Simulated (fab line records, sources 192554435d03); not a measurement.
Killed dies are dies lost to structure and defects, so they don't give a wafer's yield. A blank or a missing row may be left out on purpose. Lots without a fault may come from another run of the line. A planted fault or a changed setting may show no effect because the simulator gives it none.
Which tool did it? | flow n5_finfet | 9 lots, 26 wafers sampled, at 6 steps of a route of 1938

WHAT THE GAUGES READ, wafer by wafer
N5_STI_FIN_REVEAL_CD_MEAS_22: target cd 6.238 nm, pitch 28 nm.
lot  | measured    | on        | cd_nm (nm)
L262 | day 3 04:33 | cd_sem-03 | 6.18 6.12 6.21
L265 | day 3 19:24 | cd_sem-03 | 6.24 5.86 6.19
L267 | day 4 14:01 | cd_sem-02 | 6.24 6.37 6.32
L268 | day 4 15:37 | cd_sem-03 | 6.45 6.10 6.43
L270 | day 5 03:07 | cd_sem-03 | 6.13 6.36 6.45
L277 | day 6 20:26 | cd_sem-02 | 5.87 6.17 6.38
L279 | day 7 08:53 | cd_sem-03 | 6.23 6.02
L282 | day 8 02:14 | cd_sem-01 | 6.21 5.84 6.36
L283 | day 8 06:57 | cd_sem-03 | 6.41 6.33 5.96

N5_STI_FIN_REVEAL_FIN_H_MEAS_10.
lot  | measured    | on     | trench_depth_nm (nm)
L262 | day 3 04:35 | ocd-01 | 52.3 51.9 52.3
L265 | day 3 19:26 | ocd-02 | 52.1 52.4 52.2
L267 | day 4 14:03 | ocd-02 | 50.9 52.2 51.9
L268 | day 4 15:39 | ocd-02 | 52.1 51.7 52.2
L270 | day 5 03:09 | ocd-01 | 52.9 52.4 52.5
L277 | day 6 20:28 | ocd-02 | 43.5 42.8 53.4
L279 | day 7 08:55 | ocd-01 | 42.5 43.7
L282 | day 8 02:16 | ocd-02 | 51.4 50.6 50.1
L283 | day 8 06:59 | ocd-01 | 51.7 52.4 51.6

N5_DUMMY_GATE_THK_MEAS_05.
lot  | measured    | on            | thk_nm (nm)
L262 | day 3 08:51 | film_metro-02 | 71.9 72.4 72.8
L265 | day 3 23:42 | film_metro-02 | 70.5 71.7 72.0
L267 | day 4 19:59 | film_metro-02 | 70.0 70.5 70.5
L268 | day 4 20:46 | film_metro-01 | 71.8 73.5 73.4
L270 | day 5 07:38 | film_metro-01 | 73.2 72.1 72.5
L277 | day 7 00:44 | film_metro-01 | 71.5 71.7 72.5
L279 | day 7 13:31 | film_metro-01 | 73.3 70.9
L282 | day 8 06:44 | film_metro-02 | 70.2 71.8 71.9
L283 | day 8 11:19 | film_metro-01 | 71.8 72.4 72.6

N5_BEOL_M4_RC_MEAS_101.
lot  | measured     | on        | DIBL_N (mV/V)   | DIBL_P (mV/V)  | IOFF_N (nA/um)      | IOFF_N_85C (nA/um) | IOFF_N_LIN (nA/um) | IOFF_P (nA/um)     | IOFF_P_85C (nA/um) | IOFF_P_LIN (nA/um) | ION_N (uA/um) | ION_P (uA/um) | REXT_N (ohm.um) | SS_N (mV/dec)    | SS_P (mV/dec)    | VT_N (mV)         | VT_P (mV)
L262 | day 10 22:09 | prober-02 | 34.9 36.0 35.5  | 32.8 34.5 34.1 | 0.140 0.161 0.154   | 2.8 3.2 3.0        | 0.069 0.078 0.075  | 0.178 0.202 0.193  | 3.1 3.5 3.4        | 0.091 0.100 0.097  | 673 675 670   | 464 466 457   | 75.6 76.3 77.3  | 71.2 71.0 70.9   | 72.9 72.9 73.0   | 250.1 248.8 249.8 | -251 -252 -251
L265 | day 12 02:20 | prober-02 | 35.4 36.5 36.4  | 36.4 38.0 36.8 | 0.151 0.175 0.169   | 3.0 3.5 3.3        | 0.072 0.082 0.078  | 0.210 0.231 0.221  | 3.8 4.1 3.9        | 0.101 0.108 0.104  | 671 682 678   | 465 470 462   | 76.0 74.6 75.7  | 71.2 72.3 71.8   | 73.6 73.7 73.4   | 248.0 250.3 248.5 | -250 -248 -249
L267 | day 12 12:07 | prober-01 | 38.0 36.2 38.2  | 37.6 37.0 38.8 | 0.171 0.148 0.170   | 3.3 3.0 3.3        | 0.075 0.071 0.078  | 0.246 0.239 0.265  | 4.2 4.0 4.4        | 0.117 0.115 0.123  | 662 671 665   | 462 469 467   | 74.7 75.9 75.2  | 71.5 71.7 71.8   | 73.6 73.6 73.6   | 251.7 249.9 247.1 | -245 -246 -246
L268 | day 13 01:56 | prober-02 | 37.0 38.0 37.6  | 35.6 37.1 36.7 | 0.130 0.161 0.149   | 2.6 3.2 3.0        | 0.063 0.076 0.071  | 0.205 0.226 0.218  | 3.6 3.9 3.8        | 0.100 0.106 0.104  | 664 682 666   | 461 469 463   | 77.8 77.6 77.7  | 71.1 72.6 70.4   | 73.8 73.8 73.6   | 253.9 248.2 248.0 | -251 -250 -250
L270 | day 12 20:25 | prober-01 | 36.9 38.4 37.8  | 36.1 37.5 36.9 | 0.129 0.147 0.147   | 2.6 2.9 3.0        | 0.063 0.068 0.070  | 0.198 0.207 0.213  | 3.6 3.7 3.7        | 0.097 0.101 0.102  | 662 671 672   | 461 459 464   | 76.5 75.6 75.0  | 71.1 72.1 71.5   | 73.3 73.3 73.5   | 253.7 254.0 250.9 | -251 -253 -250
L277 | day 15 06:02 | prober-01 | 95.4 109.9 37.7 | 70.8 73.1 38.4 | 15.393 26.036 0.167 | 144.3 225.3 3.3    | 0.286 0.392 0.079  | 9.082 10.160 0.201 | 85.2 94.0 3.5      | 0.320 0.337 0.093  | 587 590 683   | 398 398 467   | 82.5 82.1 75.4  | 140.9 154.3 72.1 | 122.5 122.7 74.0 | 250.6 248.7 250.7 | -251 -251 -252
L279 | day 14 08:22 | prober-01 | - 102.9         | 106.4 71.0     | - 18.327            | - 167.4            | - 0.300            | 37.634 8.925       | 281.2 83.6         | 0.694 0.306        | - 591         | 402 401       | - 80.4          | - 148.5          | 157.0 123.5      | - 251.7           | -247 -252
L282 | day 16 12:02 | prober-02 | 36.7 36.7 36.0  | 37.5 37.0 36.0 | 0.168 0.166 0.152   | 3.2 3.2 3.0        | 0.077 0.074 0.069  | 0.178 0.170 0.169  | 3.2 3.1 3.1        | 0.082 0.080 0.079  | 679 671 658   | 450 443 443   | 71.8 72.3 72.3  | 72.5 71.5 71.6   | 73.2 72.9 73.0   | 250.9 251.7 250.1 | -256 -255 -256
L283 | day 16 06:34 | prober-02 | 36.8 37.9 34.4  | 36.1 37.3 32.9 | 0.155 0.179 0.123   | 3.0 3.4 2.5        | 0.076 0.084 0.062  | 0.218 0.236 0.166  | 3.7 4.0 3.0        | 0.105 0.109 0.086  | 681 696 668   | 469 468 455   | 74.2 73.9 74.2  | 72.4 71.5 71.7   | 73.6 74.0 72.3   | 247.5 247.6 252.1 | -249 -251 -254

WHICH TOOL RAN EACH LOT (tool, then ch and the chambers of the sampled wafers, then the start)
lot  | N5_STI_FIN_REVEAL_ETCHBACK_08     | N5_STI_FIN_REVEAL_RECESS_09
L262 | rie_diel-03 ch 0,2,3, day 3 01:38 | vapor_etch-01 ch 0,1, day 3 01:53
L265 | rie_diel-04 ch 1,3, day 3 16:29   | vapor_etch-02 ch 0,1, day 3 16:44
L267 | rie_diel-04 ch 0,2,3, day 4 11:03 | vapor_etch-01 ch 0,1, day 4 11:53
L268 | rie_diel-03 ch 0,1, day 4 12:42   | vapor_etch-02 ch 0,1, day 4 12:57
L270 | rie_diel-01 ch 2,3, day 5 00:12   | vapor_etch-02 ch 0,1, day 5 00:28
L277 | rie_diel-03 ch 0,1,3, day 6 17:20 | vapor_etch-02 ch 0,1, day 6 17:36
L279 | rie_diel-03 ch 1,3, day 7 05:55   | vapor_etch-02 ch 0,1, day 7 06:10
L282 | rie_diel-04 ch 0,2,3, day 7 23:04 | vapor_etch-01 ch 0,1, day 7 23:20
L283 | rie_diel-01 ch 0,3, day 8 03:53   | vapor_etch-01 ch 0,1, day 8 04:08
- N5_STI_FIN_REVEAL_ETCHBACK_08: etches SiO2 in C4F6/O2, target depth 30.5 nm, time 10.167 s.
- N5_STI_FIN_REVEAL_RECESS_09: chemistry HF/NH3, target SiO2, afs cycles 11, target depth 42.5 nm, sublimation time 60 s.

WHAT THE TOOLS THEMSELVES READ (means of the sampled wafers that have a number; where no wafer has one, the mark that the record gives instead)
N5_STI_FIN_REVEAL_ETCHBACK_08.
lot  | tool        | bias_w (W) | drypump_motor_current_A (A) | oes_product_au (a.u.) | rf_vpp_V (V) | showerhead_plenum_p_Torr (Torr) | throttle_valve_pct (%)
L262 | rie_diel-03 | 184.5      | 6.0                         | 0.75                  | 670          | 2.88                            | 21.00
L265 | rie_diel-04 | 184.8      | 6.1                         | 0.77                  | 664          | 2.94                            | 21.16
L267 | rie_diel-04 | 185.8      | 5.7                         | 0.72                  | 665          | 2.80                            | 21.23
L268 | rie_diel-03 | 185.2      | 5.1                         | 0.80                  | 665          | 2.91                            | 20.94
L270 | rie_diel-01 | 185.4      | 5.4                         | 0.84                  | 662          | 2.87                            | 21.28
L277 | rie_diel-03 | 184.9      | 5.5                         | 0.79                  | 664          | 2.89                            | 20.96
L279 | rie_diel-03 | 185.1      | 5.6                         | 0.81                  | 662          | 2.92                            | 21.02
L282 | rie_diel-04 | 184.9      | 5.7                         | 0.70                  | 664          | 2.79                            | 21.26
L283 | rie_diel-01 | 186.0      | 5.9                         | 0.79                  | 665          | 2.80                            | 21.19

N5_STI_FIN_REVEAL_RECESS_09.
lot  | tool          | drypump_motor_current_A (A)
L262 | vapor_etch-01 | 6.2
L265 | vapor_etch-02 | 5.6
L267 | vapor_etch-01 | 6.3
L268 | vapor_etch-02 | 5.2
L270 | vapor_etch-02 | 5.6
L277 | vapor_etch-02 | 5.6
L279 | vapor_etch-02 | 5.4
L282 | vapor_etch-01 | 6.2
L283 | vapor_etch-01 | 6.3

THE ANSWER, worked out from the rows above alone
Rule: what is usual is taken from the lots themselves. Put in order of their means at a reading, lots are off if they are a third of the lots or fewer, leave a main group of 4 or more, and stand apart from it by a gap of 3 or more times the standard deviation of the main group's means; of several such gaps the widest counts. A main group whose means are all the same, to the digits that the tables above print for the reading, isn't used. A lot without any number at a reading at which 4 lots or more have one is off too. The other lots that the step has rows for count as sound. The gauges are gone through in route order, then the tools' own readings, and for those a lot's mean is taken as printed above. The first step at which some lot is off is used, and at that step the reading that is off furthest; a lot without a number counts as furthest.
Off: L277, L279, at N5_STI_FIN_REVEAL_FIN_H_MEAS_10 (trench_depth_nm). The main group: mean 51.9 nm, standard deviation 0.56.
A tool fits if, at a process step before that reading, it ran every lot that is off, and no sound lot after the first of them. The gauges at N5_STI_FIN_REVEAL_FIN_H_MEAS_10 aren't tried: what is off there is off at N5_BEOL_M4_RC_MEAS_101 too, on other tools, and a gauge's error can't cause that. Can't be told from this: 2 tools fit, rie_diel-03 at N5_STI_FIN_REVEAL_ETCHBACK_08, vapor_etch-02 at N5_STI_FIN_REVEAL_RECESS_09.

WHAT THE SIMULATOR HAD PUT IN
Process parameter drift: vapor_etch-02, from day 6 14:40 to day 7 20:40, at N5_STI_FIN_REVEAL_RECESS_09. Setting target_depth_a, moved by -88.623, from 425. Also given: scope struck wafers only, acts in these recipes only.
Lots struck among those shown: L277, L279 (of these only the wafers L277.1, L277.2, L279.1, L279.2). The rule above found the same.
